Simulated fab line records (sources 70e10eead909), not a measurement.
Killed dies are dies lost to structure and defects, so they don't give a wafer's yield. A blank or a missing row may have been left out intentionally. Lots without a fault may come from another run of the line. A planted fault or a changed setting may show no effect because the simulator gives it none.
Which tool is to blame? ; flow nand harc ; 24 lots with 72 wafers sampled at 5 steps, on a route of 1302 steps

== WHAT THE GAUGES READ, wafer by wafer ==
NHARC_A_WL_FILL_INSPECT_15.
lot;measured;on;raw defect count
L074;day 21 09:00;defect inspect-02;524 631 479
L075;day 21 20:57;defect inspect-02;517 476 610
L076;day 21 20:49;defect inspect-02;834 619 827
L077;day 22 06:20;defect inspect-01;509 328 378
L079;day 22 17:10;defect inspect-02;550 380 385
L080;day 23 06:19;defect inspect-01;500 381 327
L078;day 23 03:28;defect inspect-01;332 462 446
L081;day 23 06:27;defect inspect-02;381 287 384
L083;day 25 09:11;defect inspect-01;320 258 519
L082;day 25 12:30;defect inspect-01;357 545 423
L084;day 25 12:27;defect inspect-02;325 403 390
L085;day 25 17:05;defect inspect-01;330 288 534
L088;day 26 08:52;defect inspect-02;395 425 337
L086;day 26 08:53;defect inspect-01;509 488 426
L089;day 27 05:22;defect inspect-02;374 563 308
L090;day 28 06:14;defect inspect-01;371 313 670
L087;day 28 14:04;defect inspect-02;412 331 782
L091;day 28 14:03;defect inspect-01;553 630 418
L092;day 29 01:02;defect inspect-02;759 409 607
L096;day 29 18:46;defect inspect-02;416 492 320
L094;day 29 18:54;defect inspect-02;568 477 687
L095;day 30 04:45;defect inspect-02;594 532 450
L093;day 30 08:24;defect inspect-01;365 345 305
L097;day 30 14:47;defect inspect-02;341 301 357

== WHAT TOOL EACH LOT RAN ON (gives the tool, then ch and the chambers of the sampled wafers, and finally the start) ==
lot;NHARC_A_WL_FILL_ALD_02;NHARC_A_WL_FILL_ETCHBACK_04;NHARC_A_WL_FILL_ETCHBACK_16;NHARC_A_WL_FILL_ETCHBACK_26
L074;ald metal-04 ch 0,1,2, day 20 12:23;rie metal-03 ch 0,1, day 20 13:09;rie diel-06 ch 0,1,2, day 21 07:49 or earlier;rie si-04 ch 0,1,2, day 21 07:49
L075;ald metal-01 ch 0,1,3, day 21 03:29;rie metal-03 ch 0,1, day 21 04:17;rie diel-10 ch 1,3, day 21 19:41 or earlier;rie si-01 ch 0,1,3, day 21 19:41
L076;ald metal-04 ch 0,1,2, day 21 04:59;rie metal-01 ch 0,1, day 21 05:48;rie diel-11 ch 1,2,3, day 21 19:41 or earlier;rie si-06 ch 0,1,2, day 21 19:41
L077;ald metal-01 ch 0,1,2, day 21 08:52;rie metal-03 ch 0,1, day 21 09:36;rie diel-06 ch 0,1,3, day 22 05:13 or earlier;rie si-06 ch 0,1, day 22 05:13
L079;ald metal-03 ch 0,1,3, day 21 23:37;rie metal-01 ch 0,1, day 22 00:28;rie diel-10 ch 0,2,3, day 22 16:01 or earlier;rie si-06 ch 0,1,2, day 22 16:01
L080;ald metal-04 ch 2,3, day 22 09:18;rie metal-02 ch 0,1, day 22 10:07;rie diel-11 ch 1,2,3, day 23 04:53 or earlier;rie si-06 ch 2,3, day 23 04:53
L078;ald metal-03 ch 0,1,2, day 22 09:19;rie metal-03 ch 0, day 22 10:07;rie diel-06 ch 0,2,3, day 23 02:18 or earlier;rie si-04 ch 1,2,3, day 23 02:18
L081;ald metal-01 ch 1,2, day 22 14:08;rie metal-03 ch 0,1, day 22 14:58;rie diel-10 ch 2,3, day 23 04:52 or earlier;rie si-01 ch 1,2, day 23 04:52
L083;ald metal-04 ch 1,2, day 24 14:37;rie metal-02 ch 0, day 24 15:25;rie diel-06 ch 0,1,3, day 25 08:04 or earlier;rie si-04 ch 1,2,3, day 25 08:04
L082;ald metal-04 ch 1,2,3, day 24 18:29;rie metal-03 ch 1, day 24 19:19;rie diel-11 ch 0,2,3, day 25 11:20 or earlier;rie si-01 ch 1,2,3, day 25 11:20
L084;ald metal-01 ch 0,2,3, day 24 20:44;rie metal-02 ch 0,1, day 24 21:50;rie diel-10 ch 0,2,3, day 25 11:20 or earlier;rie si-04 ch 0,1,3, day 25 11:20
L085;ald metal-01 ch 0,1,2, day 24 23:42;rie metal-02 ch 0,1, day 25 00:37;rie diel-11 ch 0,2,3, day 25 15:54 or earlier;rie si-01 ch 0,2,3, day 25 15:54
L088;ald metal-04 ch 0,1,2, day 25 15:13;rie metal-03 ch 0,1, day 25 16:03;rie diel-11 ch 0,2, day 26 07:44 or earlier;rie si-04 ch 0,1, day 26 07:44
L086;ald metal-03 ch 0,3, day 25 15:13;rie metal-01 ch 0,1, day 25 16:01;rie diel-06 ch 1,3, day 26 07:45 or earlier;rie si-06 ch 0,1,2, day 26 07:45
L089;ald metal-03 ch 0,3, day 26 10:58;rie metal-01 ch 0,1, day 26 11:49;rie diel-11 ch 0,1, day 27 03:14 or earlier;rie si-06 ch 0,1,3, day 27 03:14
L090;ald metal-01 ch 0,1,2, day 27 09:03;rie metal-03 ch 1, day 27 10:14;rie diel-10 ch 2,3, day 28 05:05 or earlier;rie si-01 ch 0,1,3, day 28 05:05
L087;ald metal-03 ch 0,2,3, day 27 14:38;rie metal-01 ch 0,1, day 27 15:25;rie diel-11 ch 0,1,2, day 28 12:58 or earlier;rie si-01 ch 0,2,3, day 28 12:58
L091;ald metal-01 ch 0,2,3, day 27 19:08;rie metal-02 ch 0,1, day 27 21:20;rie diel-06 ch 2,3, day 28 12:59 or earlier;rie si-06 ch 0,1,2, day 28 12:59
L092;ald metal-01 ch 1,2, day 28 07:22;rie metal-01 ch 0,1, day 28 08:17;rie diel-11 ch 0,2,3, day 28 23:55 or earlier;rie si-06 ch 0,2,3, day 28 23:55
L096;ald metal-04 ch 0,1,2, day 29 01:20;rie metal-03 ch 0,1, day 29 02:14;rie diel-10 ch 0,2, day 29 17:40 or earlier;rie si-06 ch 0,3, day 29 17:40
L094;ald metal-03 ch 0,1,2, day 29 03:05;rie metal-01 ch 0,1, day 29 03:54;rie diel-11 ch 1,2,3, day 29 17:40 or earlier;rie si-01 ch 0,2,3, day 29 17:40
L095;ald metal-01 ch 0,2, day 29 10:59;rie metal-01 ch 0,1, day 29 11:54;rie diel-11 ch 0,1,2, day 30 03:36 or earlier;rie si-06 ch 0,2, day 30 03:36
L093;ald metal-04 ch 1,2,3, day 29 11:19;rie metal-02 ch 0,1, day 29 12:07;rie diel-11 ch 0,1,2, day 30 07:16 or earlier;rie si-06 ch 0,1,2, day 30 07:16
L097;ald metal-04 ch 0,1,2, day 29 21:10;rie metal-02 ch 0,1, day 29 21:56;rie diel-06 ch 1,2, day 30 13:39 or earlier;rie si-06 ch 2,3, day 30 13:39
- NHARC_A_WL_FILL_ALD_02: deposits TiN, target thk 2 nm, pulse time 3 s, ald cycles 100.
- NHARC_A_WL_FILL_ETCHBACK_04: etches the open film in NF3, target depth 60 nm, time 120 s.
- NHARC_A_WL_FILL_ETCHBACK_16: etches the open film in C4F8/O2/Ar, target depth 120 nm, time 24 s.
- NHARC_A_WL_FILL_ETCHBACK_26: etches the open film in HBr, target depth 52 nm, time 13.3 s.

== AS READ BY THE TOOLS THEMSELVES (means over the sampled wafers that have a number; for cases with no such wafer, the mark the record gives instead) ==
NHARC_A_WL_FILL_ALD_02.
lot;tool;heater power w (W);precursor pulse height rel
L074;ald metal-04;1023;1.013
L075;ald metal-01;1111;1.000
L076;ald metal-04;972;1.003
L077;ald metal-01;1058;0.985
L079;ald metal-03;1200;1.009
L080;ald metal-04;983;0.990
L078;ald metal-03;1185;0.980
L081;ald metal-01;1033;1.002
L083;ald metal-04;946;1.012
L082;ald metal-04;966;0.986
L084;ald metal-01;1001;1.023
L085;ald metal-01;1005;0.990
L088;ald metal-04;968;1.006
L086;ald metal-03;1153;1.004
L089;ald metal-03;1182;1.009
L090;ald metal-01;1021;0.992
L087;ald metal-03;1186;0.988
L091;ald metal-01;1019;0.996
L092;ald metal-01;1002;1.007
L096;ald metal-04;1024;1.013
L094;ald metal-03;1184;0.998
L095;ald metal-01;1048;0.996
L093;ald metal-04;984;1.018
L097;ald metal-04;1020;0.988

NHARC_A_WL_FILL_ETCHBACK_04.
lot;tool;drypump motor current A (A);oes product au (a.u.)
L074;rie metal-03;6.13;0.998
L075;rie metal-03;6.12;1.011
L076;rie metal-01;5.62;1.013
L077;rie metal-03;5.96;1.008
L079;rie metal-01;5.65;1.007
L080;rie metal-02;6.15;1.004
L078;rie metal-03;6.28;1.005
L081;rie metal-03;6.11;1.006
L083;rie metal-02;6.17;1.011
L082;rie metal-03;5.82;1.006
L084;rie metal-02;6.11;1.002
L085;rie metal-02;6.15;1.004
L088;rie metal-03;6.13;1.004
L086;rie metal-01;5.64;1.008
L089;rie metal-01;5.56;1.008
L090;rie metal-03;5.81;0.997
L087;rie metal-01;5.56;1.008
L091;rie metal-02;6.12;1.004
L092;rie metal-01;5.64;1.003
L096;rie metal-03;5.97;1.001
L094;rie metal-01;5.63;1.003
L095;rie metal-01;5.63;1.011
L093;rie metal-02;6.16;0.993
L097;rie metal-02;6.09;0.999

NHARC_A_WL_FILL_ETCHBACK_16.
lot;tool;oes product au (a.u.);rf vpp V (V)
L074;rie diel-06;0.92;721
L075;rie diel-10;0.99;726
L076;rie diel-11;0.96;725
L077;rie diel-06;1.00;720
L079;rie diel-10;0.99;724
L080;rie diel-11;1.00;724
L078;rie diel-06;0.95;723
L081;rie diel-10;0.93;723
L083;rie diel-06;0.95;720
L082;rie diel-11;0.92;725
L084;rie diel-10;1.00;724
L085;rie diel-11;1.00;726
L088;rie diel-11;0.99;723
L086;rie diel-06;0.99;718
L089;rie diel-11;1.01;719
L090;rie diel-10;1.01;721
L087;rie diel-11;1.00;721
L091;rie diel-06;0.91;725
L092;rie diel-11;1.00;725
L096;rie diel-10;0.99;724
L094;rie diel-11;1.00;724
L095;rie diel-11;0.93;722
L093;rie diel-11;0.98;721
L097;rie diel-06;1.00;722

NHARC_A_WL_FILL_ETCHBACK_26.
lot;tool;drypump motor current A (A);oes product au (a.u.);throttle valve pct (%)
L074;rie si-04;5.3;0.993;23.268
L075;rie si-01;5.7;0.994;23.268
L076;rie si-06;5.4;1.000;23.273
L077;rie si-06;5.7;0.995;23.275
L079;rie si-06;5.4;0.998;23.271
L080;rie si-06;5.7;1.004;23.273
L078;rie si-04;5.2;1.001;23.272
L081;rie si-01;6.3;0.999;23.254
L083;rie si-04;5.3;1.001;23.249
L082;rie si-01;5.8;0.998;23.253
L084;rie si-04;5.6;0.999;23.264
L085;rie si-01;5.9;1.001;23.265
L088;rie si-04;5.6;0.992;23.264
L086;rie si-06;5.4;1.003;23.254
L089;rie si-06;5.7;0.987;23.266
L090;rie si-01;5.7;1.003;23.259
L087;rie si-01;5.9;1.003;23.265
L091;rie si-06;5.5;0.998;23.264
L092;rie si-06;5.5;0.993;23.269
L096;rie si-06;5.7;0.989;23.262
L094;rie si-01;5.9;1.003;23.267
L095;rie si-06;5.0;1.006;23.265
L093;rie si-06;5.4;0.991;23.269
L097;rie si-06;5.7;0.992;23.264

== THE ANSWER, worked out from the rows above alone ==
Rule: usual is defined by the lots themselves. Put in order of their means at a reading, lots are off if they are a third of the lots or fewer, leave a main group of 4 or more, and stand apart from it by a gap of 3 or more times the standard deviation of the main group's means; of several such gaps the widest counts. Not used: any main group whose means are identical at the precision the tables above print for the reading. A lot without any number at a reading at which 4 lots or more have one is off too. The other lots that the step has rows for count as sound. After the gauges, taken in route order, come the tools' own readings; for these a lot's mean is taken, as printed above. The first step at which some lot is off is used, and at that step the reading that is off furthest; a lot without a number counts as furthest.
No lot is off at any reading shown: from this, nothing can be told.

== WHAT THE SIMULATOR PUT IN ==
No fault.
